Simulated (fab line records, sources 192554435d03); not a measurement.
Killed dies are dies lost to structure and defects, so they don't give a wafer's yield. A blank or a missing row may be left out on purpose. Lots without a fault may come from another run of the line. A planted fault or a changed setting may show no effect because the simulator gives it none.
fab line records | flow n5_finfet
record lots=7 wafers=21 last_day=17
route steps=1938 shown BEOL_M13@1710 BEOL_M14@1716 PASSIVATION@1936
lots that met no fault: from a run of the same line without faults
start_h: hours from the record's first day to the start of the lot's first wafer shown | wait_h: hours since the lot's step before | " the same as in the row above | L1.1+2: a row that stands for several wafers | - no value, or no start given | * or withheld: withheld | < > ~ a bound
route shown NAME@n: a module of which the file shows steps, and the number in the route of the first | usual: mean/standard deviation of fault-free wafers | same: alike in all rows | chamber/n: place in a boat | sites: the reading at each site | _std_site: their standard deviation | _edge_site: outer sites' mean less inner sites' | radius_mm: how far each site lies from the wafer's centre | mask NAME#n: copy n | behind: the tool/chamber that last shaped the wafer | hold: why the lot was held/for how many hours/how that ended | device: the transistor (n, p or np) that didn't switch | end of line: the same wafers' tests at the end of the route | a step without rows: its recipe alone | killed: dies lost to structure and defects at the first sort, not the wafer's yield | map: a wafer's dies, x killed, . not, _ none there
set.NAME: the setting as run; set.NAME@STEP: as run at that earlier step | model.NAME: the simulator's own value behind a step, which no gauge read
lots at some steps of the route; a table a step, a row a wafer
services: from which hour (start_h, from the record's first day; less than 0 if before it) a tool's chamber was out of use, for how many hours, and why
## steps
# step N5_BEOL_M13_CMP_49
# recipe stop_on=SiOC t_overpolish_s=17.1 down_force_psi=1 platen_rpm=50 clearing_platen_down_force_psi=1.5 clearing_platen_rpm=50 post_cmp_clean=cu_alkaline target_thk_nm=420 clearing_platen_pad_velocity_m_s=0.99484 pad_velocity_m_s=0.99484
# usual barrier_field_endpoint_s=30.2/0.51 clearing_platen_down_force_psi=1.5003/0.0029 motor_current_A=6.3/0.59 overpolish_run_s=17.100/0.0083 retaining_ring_pressure_frac=1.000/0.0046
# columns lot.wafer tool chamber start_h wait_h barrier_field_endpoint_s clearing_platen_down_force_psi motor_current_A overpolish_run_s retaining_ring_pressure_frac
L924.3 cmp-03 1 242.35 0.2 31.1 1.5009 6.5 17.110 1.000
L924.2 " 2 " " 30.1 1.5044 6.2 17.118 0.997
L924.6 " 1 " " 29.8 1.4987 6.4 17.098 1.000
L927.4 cmp-04 1 257.23 0.2 30.2 1.5016 5.5 17.099 0.996
L927.1 " 3 " " 31.2 1.4982 5.9 17.090 1.003
L927.6 " 0 " " 30.8 1.4999 5.9 17.100 0.997
L928.1 cmp-02 1 265.09 0.4 31.2 1.5052 6.4 17.101 0.997
L928.6 " 2 " " 30.5 1.4968 7.3 17.090 1.003
L928.5 " 3 " " 30.9 1.4999 6.2 17.104 1.004
L931.2 cmp-04 1 277.71 0.2 29.7 1.4978 5.4 17.101 1.001
L931.1 " 3 " " 30.3 1.5001 5.6 17.107 1.000
L931.5 " 2 " " 30.1 1.4998 7.5 17.102 0.997
L930.1 cmp-03 3 284.69 0.3 30.2 1.5004 6.0 17.112 0.989
L930.5 " 1 " " 29.6 1.4974 6.5 17.104 0.999
L930.6 " 2 " " 30.5 1.5035 5.9 17.107 0.993
L938.4 cmp-03 1 327.19 0.2 29.5 1.4989 6.7 17.121 0.994
L938.2 " 2 " " 29.7 1.4963 6.0 17.100 0.995
L938.6 " 0 " " 30.3 1.4983 6.6 17.092 1.009
L945.2 cmp-03 2 379.42 0.2 30.2 1.4994 5.7 17.112 1.001
L945.4 " 0 " " 30.8 1.4969 6.4 17.092 0.998
L945.6 " 2 " " 29.9 1.5004 5.9 17.096 1.000
# step N5_BEOL_M13_THK_MEAS_50
# recipe thk_meas_gauge=xrf reads=Cu_of_BEOL_M13_ECD_47
# usual M13_THK=416/5.3
# columns lot.wafer tool chamber start_h wait_h M13_THK[nm]
L924.2 film_metro-02 - 242.60 - 421
L924.3 " - " " 417
L924.6 " - " " 415
L927.1 film_metro-01 - 257.48 - 420
L927.4 " - " " 421
L927.6 " - " " 421
L928.1 film_metro-02 - 265.27 - 419
L928.5 " - " " 416
L928.6 " - " " 418
L931.1 film_metro-01 - 278.00 - 425
L931.2 " - " " 416
L931.5 " - " " 416
L930.1 film_metro-02 - 284.91 - 414
L930.5 " - " " 416
L930.6 " - " " 413
L938.2 film_metro-01 - 327.45 - 410
L938.4 " - " " 419
L938.6 " - " " 418
L945.2 film_metro-02 - 379.72 - 414
L945.4 " - " " 414
L945.6 " - " " 414
# step N5_BEOL_M13_PRE_CLEAN_52
# recipe gas=NH3 time_s=15 temp_c=withheld rf_power_w=300
# step N5_BEOL_M13_DEP_53
# recipe material=SiCN target_thk_a=500 temp_c=withheld precursor=3MS/NH3 pressure_torr=3 rf_w=675 time_s=17.8
# usual showerhead_plenum_p_Torr=4.161/0.023 showerhead_vpp_V=1605/74 throttle_valve_pct=18.1/1.1
# columns lot.wafer tool chamber start_h wait_h showerhead_plenum_p_Torr showerhead_vpp_V throttle_valve_pct
L924.2 pecvd-01 2 242.66 0.0 4.131 1573 18.4
L924.3 " 0 " " 4.179 1585 18.8
L924.6 " 0 " " 4.169 1569 18.5
L927.1 pecvd-04 0 257.55 0.0 4.183 1635 18.0
L927.4 " 2 " " 4.131 1576 16.9
L927.6 " 1 " " 4.154 1530 18.9
L928.1 pecvd-03 0 265.34 0.0 4.205 1570 19.7
L928.5 " 1 " " 4.181 1809 16.2
L928.6 " 0 " " 4.210 1574 19.8
L931.1 pecvd-03 2 278.06 0.0 4.138 1588 16.0
L931.2 " 1 " " 4.192 1799 16.1
L931.5 " 2 " " 4.134 1582 15.9
L930.1 pecvd-03 0 284.97 0.0 4.211 1587 19.8
L930.5 " 2 " " 4.128 1596 16.2
L930.6 " 0 " " 4.202 1611 19.9
L938.2 pecvd-04 0 327.52 0.0 4.177 1629 17.9
L938.4 " 2 " " 4.135 1585 16.9
L938.6 " 1 " " 4.161 1502 18.9
L945.2 pecvd-04 0 379.78 0.0 4.181 1631 17.9
L945.4 " 2 " " 4.131 1591 17.0
L945.6 " 1 " " 4.161 1527 18.6
# step N5_BEOL_M13_RS_MEAS_54
# recipe thk_meas_gauge=four-point-probe reads=Cu_of_BEOL_M13_ECD_47+Ta_of_BEOL_M13_SPUTTER_44+TaN_of_BEOL_M13_SPUTTER_43
# usual M13_RS=0.0454/0.00053
# columns lot.wafer tool chamber start_h wait_h M13_RS[ohm/sq]
L924.2 film_metro-01 - 242.73 0.1 0.0450
L924.3 " - " " 0.0455
L924.6 " - " " 0.0459
L927.1 film_metro-02 - 257.61 0.0 0.0453
L927.4 " - " " 0.0452
L927.6 " - " " 0.0450
L928.1 film_metro-01 - 265.40 0.0 0.0451
L928.5 " - " " 0.0454
L928.6 " - " " 0.0453
L931.1 film_metro-01 - 278.13 0.0 0.0445
L931.2 " - " " 0.0450
L931.5 " - " " 0.0452
L930.1 film_metro-01 - 285.04 0.0 0.0460
L930.5 " - " " 0.0456
L930.6 " - " " 0.0459
L938.2 film_metro-01 - 327.58 0.1 0.0464
L938.4 " - " " 0.0455
L938.6 " - " " 0.0456
L945.2 film_metro-01 - 379.85 0.1 0.0453
L945.4 " - " " 0.0455
L945.6 " - " " 0.0454
# step N5_BEOL_M13_INSPECT_55
# recipe inspect_instrument=darkfield mode=post_dep
# usual raw_defect_count=76/26
# columns lot.wafer tool chamber start_h wait_h raw_defect_count
L924.2 defect_inspect-01 - 242.76 0.0 50
L924.3 " - " " 102
L924.6 " - " " 98
L927.1 defect_inspect-01 - 257.64 0.0 65
L927.4 " - " " 97
L927.6 " - " " 86
L928.1 defect_inspect-02 - 265.43 0.0 115
L928.5 " - " " 88
L928.6 " - " " 104
L931.1 defect_inspect-02 - 278.15 0.0 59
L931.2 " - " " 63
L931.5 " - " " 25
L930.1 defect_inspect-01 - 285.07 0.0 87
L930.5 " - " " 56
L930.6 " - " " 69
L938.2 defect_inspect-02 - 327.61 0.0 112
L938.4 " - " " 111
L938.6 " - " " 76
L945.2 defect_inspect-01 - 379.87 0.0 41
L945.4 " - " " 82
L945.6 " - " " 48
# step N5_BEOL_M14_ILD_DEP_00
# recipe material=SiO2 target_thk_a=11193 temp_c=400 precursor=TEOS/O2 pressure_torr=6.5 rf_w=900 teos_flow_sccm=161.4 gas=O2 flow_sccm=2650 time_s=237.4
# usual heater_power_w=565/120 showerhead_plenum_p_Torr=8.34/0.043 showerhead_vpp_V=1884/84 throttle_valve_pct=18.8/1.3
# columns lot.wafer tool chamber start_h wait_h heater_power_w showerhead_plenum_p_Torr showerhead_vpp_V throttle_valve_pct
L924.2 pecvd-03 2 242.79 0.0 553 8.30 1797 16.7
L924.3 " 1 " " 760 8.39 2092 16.7
L924.6 " 2 " " 630 8.32 1837 16.8
L927.1 pecvd-03 1 257.68 0.0 834 8.40 2093 16.6
L927.4 " 0 " " 559 8.41 1823 20.5
L927.6 " 2 " " 632 8.27 1784 16.6
L928.1 pecvd-02 2 265.47 0.0 452 8.30 1824 17.5
L928.5 " 2 " " 494 8.33 1834 17.6
L928.6 " 0 " " 457 8.37 1924 20.5
L931.1 pecvd-02 0 278.19 0.0 543 8.40 1902 20.2
L931.2 " 2 " " 475 8.28 1839 17.6
L931.5 " 0 " " 599 8.39 1921 20.5
L930.1 pecvd-01 0 285.10 0.0 595 8.35 1823 19.2
L930.5 " 0 " " 459 8.35 1817 19.4
L930.6 " 1 " " 771 8.36 1911 19.8
L938.2 pecvd-02 1 327.64 0.0 420 8.33 1973 18.3
L938.4 " 2 " " 445 8.28 1836 17.8
L938.6 " 1 " " 473 8.30 1932 18.0
L945.2 pecvd-01 0 379.91 0.0 506 8.37 1805 19.5
L945.4 " 0 " " 572 8.34 1824 19.4
L945.6 " 2 " " 622 8.29 1821 19.2
# step N5_BEOL_M14_THK_MEAS_01
# recipe reads=SiO2_of_BEOL_M14_ILD_DEP_00
# usual M14_ILD_THK=1115/15
# columns lot.wafer tool chamber start_h wait_h M14_ILD_THK[nm]
L924.2 film_metro-01 - 242.98 0.1 1104
L924.3 " - " " 1139
L924.6 " - " " 1112
L927.1 film_metro-02 - 257.86 0.1 1119
L927.4 " - " " 1124
L927.6 " - " " 1122
L928.1 film_metro-01 - 265.66 0.1 1078
L928.5 " - " " 1091
L928.6 " - " " 1113
L931.1 film_metro-01 - 278.38 0.1 1119
L931.2 " - " " 1106
L931.5 " - " " 1137
L930.1 film_metro-02 - 285.29 0.1 1088
L930.5 " - " " 1102
L930.6 " - " " 1121
L938.2 film_metro-02 - 327.83 0.1 1118
L938.4 " - " " 1133
L938.6 " - " " 1137
L945.2 film_metro-02 - 380.10 0.1 1086
L945.4 " - " " 1102
L945.6 " - " " 1122
# step N5_BEOL_M14_COAT_58
# recipe resist=BARC temp_c=205 time_s=60 spin_rpm=1500 resist_thk_nm=89
# step N5_BEOL_M14_COAT_04
# recipe spin_rpm=1704 resist_thk_nm=800
# step N5_BEOL_M14_EBR_06
# recipe solvent=PGMEA ebr_width_mm=1.5
# step N5_BEOL_M14_SOFTBAKE_05
# recipe temp_c=130 time_s=60
# step N5_BEOL_M14_EXPOSE_07
# recipe mask_id=V13 na=0.8 source_shape=annular sigma_inner=0.5 sigma_outer=0.8 polarization=unpolarized attpsm_phase_deg=180 dose_mj=57
# columns lot.wafer tool chamber start_h wait_h mask
L924.2+3+6 krf_scanner-02 0 243.25 - V13#0
L927.1+4+6 krf_scanner-02 0 258.00 - V13#0
L928.1+5+6 krf_scanner-02 0 265.91 - V13#0
L931.1+2+5 krf_scanner-02 0 278.51 - V13#0
L930.1+5+6 krf_scanner-02 0 285.42 - V13#0
L938.2+4+6 krf_scanner-01 0 328.10 - V13#0
L945.2+4+6 krf_scanner-02 0 380.24 - V13#0
# step N5_BEOL_M14_PEB_08
# recipe peb_temp_c=130 peb_time_s=90
# step N5_BEOL_M14_DEVELOP_09
# recipe develop_time_s=45 rinse_liquid=diw dry=air_spin dev_temp_c=21
# step N5_BEOL_M14_HARDBAKE_14
# recipe temp_c=130 time_s=120
# step N5_BEOL_M14_CD_MEAS_10
# recipe target_cd_nm=250 landing_energy_ev=500 detector=se_inlens polarity=opening
# usual cd_nm=249.5/1.2
# columns lot.wafer tool chamber start_h wait_h cd_nm
L924.2 cd_sem-03 0 243.42 - 250.2
L924.3 " 0 " " 250.1
L924.6 " 0 " " 250.0
L927.1 cd_sem-01 0 258.17 - 250.7
L927.4 " 0 " " 249.9
L927.6 " 0 " " 251.0
L928.1 cd_sem-01 0 266.09 - 241.1
L928.5 " 0 " " 248.7
L928.6 " 0 " " 249.2
L931.1 cd_sem-02 0 278.69 - 242.4
L931.2 " 0 " " 243.3
L931.5 " 0 " " 248.5
L930.1 cd_sem-03 0 285.60 - 242.3
L930.5 " 0 " " 250.1
L930.6 " 0 " " 249.5
L938.2 cd_sem-02 0 328.27 - 249.1
L938.4 " 0 " " 249.5
L938.6 " 0 " " 249.2
L945.2 cd_sem-03 0 380.41 - 247.9
L945.4 " 0 " " 247.7
L945.6 " 0 " " 249.6
# step N5_BEOL_M14_OVL_MEAS_11
# recipe points_per_wafer=44
# usual V13_OVL=2/5.6
# columns lot.wafer tool chamber start_h wait_h V13_OVL[nm]
L924.2 overlay-01 0 243.45 0.0 3
L924.3 " 0 " " 11
L924.6 " 0 " " 3
L927.1 overlay-01 0 258.20 0.0 1
L927.4 " 0 " " -2
L927.6 " 0 " " -4
L928.1 overlay-02 0 266.12 0.0 4
L928.5 " 0 " " -3
L928.6 " 0 " " -3
L931.1 overlay-01 0 278.72 0.0 -1
L931.2 " 0 " " -4
L931.5 " 0 " " 5
L930.1 overlay-01 0 285.63 0.0 12
L930.5 " 0 " " 9
L930.6 " 0 " " 8
L938.2 overlay-01 0 328.30 0.0 4
L938.4 " 0 " " -1
L938.6 " 0 " " 5
L945.2 overlay-02 0 380.44 0.0 1
L945.4 " 0 " " 5
L945.6 " 0 " " -4
# step N5_PASSIVATION_PROBE_49
# usual defect_limited_yield=91.2/1.4 killed_at_M0_to_M3=35/11 killed_at_M4_up=12/4.2 killed_at_contacts=13/5.6 killed_at_front_end=40/12 killed_at_other=3.3/2.6 killed_dies=103/17 killed_open=68/12 killed_short=34/7.6 sort_bin_5_function=5.1/0.95 sort_bin_6_memory=3.3/0.68 sort_n_pass=1077/17 sort_yield_pct=91.2/1.4
# same gross_dies=1180 killed_at_back_side=0 sort_bin_4_leakage[%]=0 sort_bin_8_speed[%]=0
# columns lot.wafer tool chamber start_h wait_h defect_limited_yield[%] killed_at_M0_to_M3 killed_at_M4_up killed_at_contacts killed_at_front_end killed_at_other killed_dies killed_open killed_short sort_bin_5_function[%] sort_bin_6_memory[%] sort_n_pass sort_yield_pct[%]
L927.1 prober-01 - 286.72 0.0 90.7 47 6 12 45 0 110 78 29 6.3 2.5 1070 90.7
L927.4 prober-01 - 286.87 0.2 91.0 35 12 9 49 1 106 66 39 5.3 3.2 1074 91.0
L927.6 prober-01 - 286.97 0.3 92.2 36 12 11 33 0 92 60 31 4.2 3.4 1088 92.2
L928.1 prober-01 - 298.10 0.0 90.9 43 16 17 31 0 107 67 40 4.2 4.6 1073 90.9
L928.5 prober-01 - 298.30 0.2 92.0 39 15 12 26 2 94 59 34 4.8 2.8 1086 92.0
L928.6 prober-01 - 298.35 0.3 91.5 28 15 22 28 7 100 68 29 5.3 2.8 1080 91.5
L930.1 prober-01 - 309.91 0.0 92.6 39 14 10 19 5 87 58 29 4.5 2.7 1093 92.6
L930.5 prober-01 - 310.11 0.2 92.5 24 12 13 35 4 88 59 28 4.2 2.9 1092 92.5
L930.6 prober-01 - 310.16 0.3 91.7 25 16 14 42 1 98 68 28 5.3 2.9 1082 91.7
# killed by level:class
L927.1 BEOL_M1:geometric_particle:open=13 BEOL_M0_SAQP:geometric_particle:open=13 MOL_CONTACT_COAG:geometric_particle:open=10 FIN_SAQP:geometric_particle:open=9 DUMMY_GATE:geometric_particle:open=9 FIN_SAQP:geometric_particle:short=8 BEOL_M0_SAQP:geometric_particle:short=7 STI_FIN_REVEAL:geometric_particle:open=6
L927.4 FIN_SAQP:geometric_particle:open=12 BEOL_M0_SAQP:geometric_particle:short=12 BEOL_M0_SAQP:geometric_particle:open=11 FIN_SAQP:geometric_particle:short=10 STI_FIN_REVEAL:geometric_particle:open=7 MOL_CONTACT_COAG:geometric_particle:open=6 BEOL_M4:geometric_particle:open=6 STARTING-WAFER:geometric_particle:open=5
L927.6 MOL_CONTACT_COAG:geometric_particle:open=10 FIN_SAQP:geometric_particle:short=8 BEOL_M0_SAQP:geometric_particle:short=8 BEOL_M1:geometric_particle:open=8 STI_FIN_REVEAL:geometric_particle:open=7 GATE_CUT:geometric_particle:short=6 BEOL_M2:geometric_particle:open=6 BEOL_M4:geometric_particle:open=6
L928.1 MOL_CONTACT_COAG:geometric_particle:open=11 BEOL_M0_SAQP:geometric_particle:short=10 BEOL_M2:geometric_particle:open=10 BEOL_M3:geometric_particle:open=10 BEOL_M1:geometric_particle:open=8 BEOL_M4:geometric_particle:open=7 FIN_SAQP:geometric_particle:short=6 MOL_CONTACT_COAG:geometric_particle:short=6
L928.5 BEOL_M0_SAQP:geometric_particle:short=11 STI_FIN_REVEAL:geometric_particle:open=8 MOL_CONTACT_COAG:geometric_particle:open=7 BEOL_M2:geometric_particle:open=7 BEOL_M0_SAQP:geometric_particle:open=6 BEOL_M1:geometric_particle:open=6 FIN_SAQP:geometric_particle:open=5 MOL_CONTACT_COAG:geometric_particle:short=5
L928.6 MOL_CONTACT_COAG:geometric_particle:open=18 BEOL_M0_SAQP:geometric_particle:short=8 FIN_SAQP:geometric_particle:open=7 BEOL_M2:geometric_particle:open=6 BEOL_M4:geometric_particle:short=5 ILD0:geometric_particle:open=4 MOL_CONTACT_COAG:geometric_particle:short=4 BEOL_M3:geometric_particle:open=4
L930.1 MOL_CONTACT_COAG:geometric_particle:open=9 BEOL_M3:geometric_particle:open=7 BEOL_M1:geometric_particle:open=6 BEOL_M2:geometric_particle:open=6 BEOL_M5:geometric_particle:open=6 BEOL_M0_SAQP:geometric_particle:open=5 BEOL_M0_SAQP:geometric_particle:short=5 FIN_SAQP:geometric_particle:open=4
L930.5 FIN_SAQP:geometric_particle:short=13 BEOL_M0_SAQP:geometric_particle:open=12 FIN_SAQP:geometric_particle:open=10 MOL_CONTACT_COAG:geometric_particle:open=10 BEOL_M3:geometric_particle:open=4 BEOL_M1:geometric_particle:open=3 BEOL_M3:geometric_particle:short=3 BEOL_M4:geometric_particle:open=3
L930.6 BEOL_M3:geometric_particle:open=11 MOL_CONTACT_COAG:geometric_particle:open=11 STI_FIN_REVEAL:geometric_particle:open=8 FIN_SAQP:geometric_particle:open=5 FIN_SAQP:geometric_particle:short=5 BEOL_M1:geometric_particle:open=5 BEOL_M4:geometric_particle:open=5 BEOL_M3:geometric_particle:short=5
## services
# columns tool chamber start_h hours kind
krf_scanner-01 - 220.00 7.2 pm
pecvd-04 - 221.49 0.8 repair
pecvd-04 - 225.70 4.3 pm
krf_scanner-02 - 227.20 4.4 pm
krf_scanner-01 - 227.92 1.3 repair
krf_scanner-01 - 231.62 1.3 pm
cmp-02 - 238.10 4.6 pm
cmp-02 - 252.18 7.7 pm
cmp-03 - 253.17 1.7 repair
krf_scanner-01 - 257.76 1.0 pm
cmp-02 - 280.94 4.0 pm
cmp-04 - 294.42 4.0 pm
krf_scanner-02 - 295.81 0.8 pm
krf_scanner-02 - 297.18 3.6 pm
krf_scanner-02 - 303.18 1.0 pm
krf_scanner-02 - 309.57 1.3 pm
krf_scanner-02 0 313.83 - calibration
cmp-03 - 319.36 1.1 repair
pecvd-03 - 329.53 5.4 repair
cmp-04 - 330.52 2.3 repair
cmp-04 - 345.16 2.9 repair
krf_scanner-01 - 357.03 0.8 pm
pecvd-04 - 371.92 0.8 repair
krf_scanner-01 - 377.34 0.9 repair
## key
first_sign step=N5_BEOL_M14_CD_MEAS_10 reading=cd_nm direction=down sigmas=5.9 usual=249.5 struck=242.3
effect none on later readings
met_at N5_BEOL_M14_EXPOSE_07
struck_wafers L928.1,L930.1,L931.1,L931.2
onset_between 258.00 265.91
fault kind=process_parameter_drift tool=krf_scanner-02 chamber=- onset_h=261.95 steps=N5_BEOL_M14_EXPOSE_07 channel=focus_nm offset=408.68 shape=step end_h=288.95 scope=struck_wafers_only
